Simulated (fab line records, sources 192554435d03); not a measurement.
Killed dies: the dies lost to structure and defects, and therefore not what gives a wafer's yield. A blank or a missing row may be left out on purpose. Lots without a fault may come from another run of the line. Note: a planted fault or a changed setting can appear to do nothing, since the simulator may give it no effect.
fab line records	flow n5_finfet	part 2 of 2: steps 4 to 6 of 6
record lots=24	wafers=72	last_day=18
route steps=1938 shown BEOL_M11@1537
lots untouched by any fault: they come from a run of this same line in which no faults occurred
start_h: start of the lot's first displayed wafer, in hours after the record's first day	wait_h: how many hours have passed since the lot's step before this one	" unchanged from the row above	L1.1+2: several wafers, shown together as one row	- value missing, or start not given	* or withheld: withheld	< > ~ a bound
route shown NAME@n: names a module that has steps shown in the file, with the first one's number in the route	usual: mean/standard deviation of fault-free wafers	same: alike in all rows	chamber/n: place in a boat	sites: the reading at each site	_std_site: how widely they spread, as a standard deviation	_edge_site: inner sites' mean taken away from outer sites' mean	radius_mm: for every site, how far away it sits from the centre of the wafer	mask NAME#n: copy n	behind: tool/chamber where the wafer was last shaped	hold: what put the lot on hold/how long, in hours/how the hold closed	device: which transistor (n, p or np) failed to switch	end of line: tests of these same wafers at the route's end	step lacking rows: just its recipe	killed: at the first sort, the dies lost to defects and structure; wafer yield is something else	map: a wafer's dies, x killed, . not, _ none there
set.NAME: the setting as run; set.NAME@STEP: as run at that earlier step	model.NAME: the simulator's own value behind a step, which no gauge read
one table for each step of the route and one row for each wafer, over a sample of lots
services: from which hour (start_h, from the record's first day; less than 0 if before it) a tool's chamber was out of use, for how many hours, and why
## steps
# step N5_BEOL_M11_STRIP_77
# recipe chemistry=N2/H2	time_s=10	power_w=450	temp_c=40	pressure_mtorr=20	rf_frequency_hz=6e+07	bias_power_w=7	n2_flow_sccm=200	h2_flow_sccm=200
# usual chamber_pressure_mTorr=20.003/0.016	drypump_motor_current_A=5.5/0.32	oes_product_au=0.81/0.082	rf_vpp_V=59.3/0.85	showerhead_plenum_p_Torr=2.56/0.093	temp_c=40.00/0.11	throttle_valve_pct=23.55/0.3
lot.wafer	tool	chamber	start_h	wait_h	chamber_pressure_mTorr	drypump_motor_current_A	oes_product_au	rf_hours_counter_h	rf_vpp_V	showerhead_plenum_p_Torr	temp_c	throttle_valve_pct
L074.3	rie_diel-04	3	-	-	19.999	5.2	0.93	14	60.3	2.71	39.91	23.26
L074.4	"	2	"	"	19.988	5.5	0.75	178	60.6	2.64	39.93	23.52
L074.5	"	0	"	"	19.980	4.9	0.72	-	59.1	2.63	39.87	23.56
L075.1	rie_diel-01	0	-	-	20.014	5.9	0.81	86	60.2	2.56	40.06	23.23
L075.2	"	2	"	"	20.031	5.4	0.83	63	57.3	2.47	40.08	23.09
L075.5	"	3	"	"	19.991	5.3	0.93	-	59.6	2.49	40.09	23.26
L076.2	rie_diel-04	3	-	-	20.018	5.2	0.91	22	60.6	2.71	39.84	23.27
L076.3	"	1	"	"	20.001	5.2	0.84	79	58.6	2.46	40.26	23.83
L076.4	"	0	"	"	19.965	4.9	0.71	216	59.5	2.63	39.82	23.54
L077.1	rie_diel-01	3	-	-	19.992	5.3	0.91	20	59.5	2.48	39.88	23.28
L077.3	"	1	"	"	20.008	5.8	0.70	237	58.6	2.50	40.15	24.26
L077.4	"	0	"	"	19.995	5.8	0.80	-	58.4	2.56	40.11	23.23
L078.1	rie_diel-01	0	-	-	20.001	5.9	0.80	92	59.2	2.56	39.97	23.23
L078.2	"	1	"	"	20.003	5.8	0.70	240	58.4	2.50	40.05	24.28
L078.5	"	1	"	"	20.031	5.7	0.70	-	59.6	2.50	39.94	24.28
L079.2	rie_diel-04	3	-	-	19.986	5.2	0.89	27	58.4	2.71	40.00	23.28
L079.4	"	1	"	"	20.008	5.2	0.83	85	58.7	2.45	39.94	23.81
L079.6	"	0	"	"	20.014	5.0	0.70	-	60.4	2.63	39.92	23.55
L081.1	rie_diel-04	1	-	-	20.004	5.2	0.83	90	59.7	2.45	40.04	23.83
L081.3	"	0	"	"	20.028	5.0	0.70	226	59.8	2.62	40.03	23.57
L081.6	"	1	"	"	20.023	5.2	0.82	-	59.7	2.45	40.00	23.82
L080.1	rie_diel-04	3	-	-	20.005	5.2	0.89	32	59.2	2.70	39.71	23.30
L080.2	"	0	"	"	20.015	5.0	0.70	227	58.9	2.62	40.11	23.57
L080.4	"	1	"	"	20.015	5.2	0.83	90	59.8	2.45	39.99	23.83
L083.1	rie_diel-02	0	-	-	19.998	5.8	0.68	249	60.0	2.59	40.08	23.91
L083.3	"	2	"	"	19.975	6.0	0.70	194	58.4	2.42	39.97	23.97
L083.4	"	3	"	"	20.003	5.9	0.69	246	58.5	2.60	40.03	23.82
L084.1	rie_diel-01	0	-	-	20.008	5.9	0.79	99	58.9	2.56	40.01	23.25
L084.3	"	3	"	"	20.009	5.3	0.89	29	59.2	2.48	39.93	23.30
L084.6	"	2	"	"	19.987	5.4	0.83	-	59.2	2.47	40.10	23.12
L082.1	rie_diel-02	2	-	-	20.017	6.0	0.70	198	58.4	2.42	40.05	24.00
L082.3	"	3	"	"	20.005	5.9	0.68	249	59.4	2.60	39.93	23.81
L082.5	"	3	"	"	20.015	5.9	0.68	-	59.6	2.60	39.87	23.81
L086.4	rie_diel-04	2	-	-	20.004	5.5	0.74	201	59.9	2.63	40.00	23.56
L086.5	"	1	"	"	20.023	5.2	0.82	-	58.3	2.45	40.07	23.83
L086.6	"	2	"	"	20.022	5.5	0.73	-	58.4	2.63	39.91	23.56
L085.3	rie_diel-04	2	-	-	19.993	5.5	0.73	202	58.6	2.63	39.82	23.56
L085.4	"	3	"	"	19.998	5.2	0.88	38	59.8	2.70	39.97	23.30
L085.5	"	3	"	"	19.988	5.2	0.88	-	59.9	2.70	39.85	23.32
L088.2	rie_diel-04	0	-	-	19.991	5.0	0.69	237	60.5	2.62	40.01	23.56
L088.4	"	2	"	"	19.990	5.5	0.73	207	60.4	2.63	39.80	23.57
L088.5	"	3	"	"	20.037	5.2	0.86	-	58.7	2.70	39.92	23.30
L087.1	rie_diel-01	3	-	-	20.009	5.3	0.86	44	58.7	2.47	39.90	23.29
L087.2	"	0	"	"	19.992	5.8	0.78	114	57.6	2.55	40.09	23.26
L087.5	"	2	"	"	20.015	5.4	0.80	-	59.9	2.46	39.80	23.13
L089.1	rie_diel-01	2	-	-	20.023	5.4	0.81	90	59.6	2.46	39.83	23.13
L089.5	"	2	"	"	19.999	5.4	0.80	-	58.8	2.46	40.03	23.14
L089.6	"	3	"	"	19.993	5.3	0.86	-	58.2	2.47	39.97	23.32
L090.1	rie_diel-02	2	-	-	19.991	6.0	0.70	216	59.3	2.41	40.02	24.01
L090.2	"	1	"	"	20.009	5.7	0.86	67	59.9	2.67	40.12	23.38
L090.5	"	1	"	"	20.004	5.7	0.87	-	59.6	2.67	40.16	23.37
L091.2	rie_diel-02	0	-	-	20.004	5.8	0.93	12	59.1	2.59	39.83	23.59
L091.3	"	1	"	"	19.995	5.7	0.85	68	60.4	2.67	39.92	23.36
L091.6	"	2	"	"	20.016	6.0	0.70	-	57.6	2.41	40.09	24.03
L092.1	rie_diel-02	0	-	-	20.018	5.8	0.92	18	59.6	2.59	40.11	23.59
L092.3	"	2	"	"	20.011	6.0	0.69	222	58.0	2.41	39.90	24.03
L092.4	"	3	"	"	20.027	5.9	0.96	5	59.2	2.59	40.04	23.43
L093.3	rie_diel-04	1	-	-	20.008	5.3	0.80	115	58.5	2.44	40.01	23.86
L093.5	"	3	"	"	20.002	5.2	0.85	-	59.4	2.69	40.07	23.33
L093.6	"	2	"	"	20.015	5.5	0.71	-	59.2	2.62	40.17	23.60
L095.2	rie_diel-04	2	-	-	19.995	5.5	0.71	222	59.5	2.62	40.10	23.60
L095.3	"	1	"	"	19.995	5.2	0.79	116	58.4	2.44	39.95	23.86
L095.5	"	3	"	"	20.005	5.2	0.84	-	60.5	2.69	40.17	23.33
L096.1	rie_diel-01	0	-	-	19.981	5.9	0.77	127	58.8	2.54	39.92	23.28
L096.2	"	2	"	"	20.019	5.4	0.79	100	59.5	2.46	40.05	23.15
L096.4	"	3	"	"	20.001	5.3	0.85	57	59.3	2.47	40.16	23.33
L094.1	rie_diel-02	1	-	-	20.002	5.7	0.85	77	59.9	2.67	40.08	23.39
L094.2	"	0	"	"	19.999	5.8	0.91	20	59.7	2.58	40.22	23.58
L094.6	"	0	"	"	19.974	5.8	0.91	-	59.1	2.58	40.11	23.59
L097.1	rie_diel-04	3	-	-	20.007	5.2	0.84	64	60.7	2.69	39.93	23.35
L097.4	"	2	"	"	19.995	5.5	0.71	229	59.8	2.62	39.97	23.59
L097.6	"	1	"	"	19.992	5.2	0.79	-	58.8	2.44	39.89	23.86
# step N5_BEOL_M11_PRE_CLEAN_45
# recipe gas=H2/He	time_s=30	temp_c=250
# usual heater_power_w=338/27
lot.wafer	tool	chamber	start_h	wait_h	heater_power_w
L074.3	pvd_sputter-02	-	229.91	0.0	358
L074.4	"	-	"	"	300
L074.5	"	-	"	"	307
L075.1	pvd_sputter-02	-	252.20	0.0	309
L075.2	"	-	"	"	358
L075.5	"	-	"	"	306
L076.2	pvd_sputter-02	-	257.39	0.0	348
L076.3	"	-	"	"	304
L076.4	"	-	"	"	365
L077.1	pvd_sputter-02	-	264.45	0.0	356
L077.3	"	-	"	"	303
L077.4	"	-	"	"	326
L078.1	pvd_sputter-03	-	271.40	0.0	354
L078.2	"	-	"	"	339
L078.5	"	-	"	"	348
L079.2	pvd_sputter-02	-	274.92	0.0	365
L079.4	"	-	"	"	305
L079.6	"	-	"	"	317
L081.1	pvd_sputter-01	-	291.25	2.3	345
L081.3	"	-	"	"	365
L081.6	"	-	"	"	311
L080.1	pvd_sputter-01	-	291.41	0.0	368
L080.2	"	-	"	"	309
L080.4	"	-	"	"	341
L083.1	pvd_sputter-03	-	292.46	0.0	349
L083.3	"	-	"	"	345
L083.4	"	-	"	"	295
L084.1	pvd_sputter-02	-	296.10	0.0	306
L084.3	"	-	"	"	310
L084.6	"	-	"	"	304
L082.1	pvd_sputter-01	-	301.42	0.0	387
L082.3	"	-	"	"	353
L082.5	"	-	"	"	338
L086.4	pvd_sputter-01	-	312.25	0.0	377
L086.5	"	-	"	"	377
L086.6	"	-	"	"	306
L085.3	pvd_sputter-03	-	312.77	0.0	292
L085.4	"	-	"	"	342
L085.5	"	-	"	"	289
L088.2	pvd_sputter-02	-	330.71	0.0	357
L088.4	"	-	"	"	365
L088.5	"	-	"	"	307
L087.1	pvd_sputter-02	-	338.33	0.0	317
L087.2	"	-	"	"	305
L087.5	"	-	"	"	316
L089.1	pvd_sputter-03	-	341.86	0.0	293
L089.5	"	-	"	"	282
L089.6	"	-	"	"	344
L090.1	pvd_sputter-01	-	347.24	0.0	385
L090.2	"	-	"	"	316
L090.5	"	-	"	"	376
L091.2	pvd_sputter-02	-	347.95	0.0	355
L091.3	"	-	"	"	312
L091.6	"	-	"	"	352
L092.1	pvd_sputter-01	-	368.75	0.0	316
L092.3	"	-	"	"	387
L092.4	"	-	"	"	366
L093.3	pvd_sputter-02	-	373.30	0.0	356
L093.5	"	-	"	"	306
L093.6	"	-	"	"	363
L095.2	pvd_sputter-03	-	377.62	0.0	339
L095.3	"	-	"	"	324
L095.5	"	-	"	"	342
L096.1	pvd_sputter-01	-	378.36	0.0	362
L096.2	"	-	"	"	387
L096.4	"	-	"	"	313
L094.1	pvd_sputter-01	-	378.58	0.0	310
L094.2	"	-	"	"	359
L094.6	"	-	"	"	382
L097.1	pvd_sputter-02	-	398.93	0.0	356
L097.4	"	-	"	"	358
L097.6	"	-	"	"	309
# step N5_BEOL_M11_ALD_74
# recipe material=TaN	target_thk_a=20	temp_c=275	ald_precursor_family=PDMAT	ald_co_reactant=NH3	pressure_torr=3	carrier_flow_sccm=1500	pulse_time_s=2	purge_time_s=3	co_reactant_purge_time_s=2	co_reactant_pulse_time_s=3	ald_cycles=40	precursor_vessel_temp_c=75	precursor_vessel_pressure_torr=26.25	precursor_vessel_carrier_sccm=1000
# usual heater_power_w=433/46	precursor_vessel_temp_c=75.00/0.13
# same co_reactant_pulse_time_s=3	pulse_time_s=2
lot.wafer	tool	chamber	start_h	wait_h	heater_power_w	precursor_vessel_temp_c
L074.3	ald_metal-04	3	230.04	0.1	452	75.24
L074.4	"	1	"	"	409	74.96
L074.5	"	0	"	"	359	74.94
L075.1	ald_metal-01	3	252.42	0.2	453	75.16
L075.2	"	0	"	"	428	74.90
L075.5	"	2	"	"	511	74.88
L076.2	ald_metal-04	0	257.52	0.1	364	74.79
L076.3	"	2	"	"	389	75.10
L076.4	"	3	"	"	449	74.97
L077.1	ald_metal-01	3	264.51	0.0	454	74.93
L077.3	"	0	"	"	434	75.06
L077.4	"	2	"	"	515	75.15
L078.1	ald_metal-01	1	271.48	0.1	441	75.13
L078.2	"	2	"	"	526	74.94
L078.5	"	1	"	"	445	75.10
L079.2	ald_metal-01	0	275.06	0.1	426	75.10
L079.4	"	1	"	"	449	75.13
L079.6	"	2	"	"	521	74.89
L081.1	ald_metal-01	2	291.31	0.0	528	75.02
L081.3	"	3	"	"	452	75.08
L081.6	"	2	"	"	531	75.07
L080.1	ald_metal-01	3	291.57	0.1	444	75.10
L080.2	"	1	"	"	439	74.99
L080.4	"	1	"	"	450	75.12
L083.1	ald_metal-04	3	292.52	0.0	460	75.17
L083.3	"	0	"	"	367	75.12
L083.4	"	1	"	"	402	74.84
L084.1	ald_metal-01	2	296.17	0.1	528	75.19
L084.3	"	3	"	"	441	74.83
L084.6	"	0	"	"	435	75.03
L082.1	ald_metal-01	3	301.48	0.0	452	75.14
L082.3	"	0	"	"	431	74.99
L082.5	"	2	"	"	519	74.90
L086.4	ald_metal-04	1	312.31	0.0	405	74.87
L086.5	"	2	"	"	398	74.94
L086.6	"	3	"	"	447	75.04
L085.3	ald_metal-04	3	312.83	0.0	452	75.00
L085.4	"	2	"	"	393	74.93
L085.5	"	3	"	"	453	74.90
L088.2	ald_metal-04	0	330.77	0.0	361	74.83
L088.4	"	1	"	"	398	75.11
L088.5	"	0	"	"	362	74.97
L087.1	ald_metal-03	3	338.39	0.0	380	75.00
L087.2	"	0	"	"	441	74.95
L087.5	"	0	"	"	433	74.94
L089.1	ald_metal-03	3	341.94	0.1	369	75.07
L089.5	"	0	"	"	431	74.76
L089.6	"	3	"	"	368	74.93
L090.1	ald_metal-03	1	347.32	0.1	387	74.84
L090.2	"	3	"	"	371	74.65
L090.5	"	0	"	"	428	75.16
L091.2	ald_metal-03	1	348.02	0.0	395	75.03
L091.3	"	2	"	"	450	74.89
L091.6	"	2	"	"	444	74.93
L092.1	ald_metal-01	2	368.82	0.0	516	75.00
L092.3	"	1	"	"	447	75.06
L092.4	"	0	"	"	431	74.99
L093.3	ald_metal-01	1	373.36	0.0	433	74.79
L093.5	"	0	"	"	426	75.01
L093.6	"	3	"	"	457	75.23
L095.2	ald_metal-04	1	377.69	0.1	372	75.18
L095.3	"	2	"	"	355	74.78
L095.5	"	1	"	"	387	75.19
L096.1	ald_metal-01	0	378.42	0.0	436	74.97
L096.2	"	2	"	"	526	74.74
L096.4	"	1	"	"	443	74.73
L094.1	ald_metal-03	3	378.64	0.0	380	74.78
L094.2	"	2	"	"	454	75.12
L094.6	"	1	"	"	394	75.01
L097.1	ald_metal-03	1	399.03	0.1	394	75.02
L097.4	"	2	"	"	442	75.06
L097.6	"	3	"	"	368	75.07
## services
tool	chamber	start_h	hours	kind
uv_cure-01	-	205.80	1.4	repair
ald_metal-04	-	211.64	0.9	repair
pecvd-03	1	212.15	14.9	repair
uv_cure-03	-	223.88	1.0	pm
pvd_sputter-03	-	229.48	0.6	repair
uv_cure-01	-	232.42	2.1	pm
pecvd-01	2	235.29	6.0	repair
ald_metal-04	3	242.19	5.7	repair
pecvd-01	2	255.35	1.9	repair
rie_diel-01	2	258.46	12.2	repair
uv_cure-03	-	259.79	2.1	pm
ald_metal-03	-	286.75	6.0	pm
ald_metal-01	0	288.52	4.5	repair
uv_cure-02	-	304.13	7.5	pm
uv_cure-03	-	306.34	6.0	pm
ald_metal-03	-	321.53	0.2	repair
rie_diel-01	1	323.28	2.4	repair
pecvd-04	0	327.13	2.1	repair
ald_metal-04	-	337.25	14.0	pm
pvd_sputter-01	-	343.75	1.0	repair
rie_diel-04	0	369.95	-	clean
rie_diel-02	2	383.27	9.3	repair
ald_metal-01	1	394.35	1.5	repair
pecvd-04	2	394.54	4.2	repair
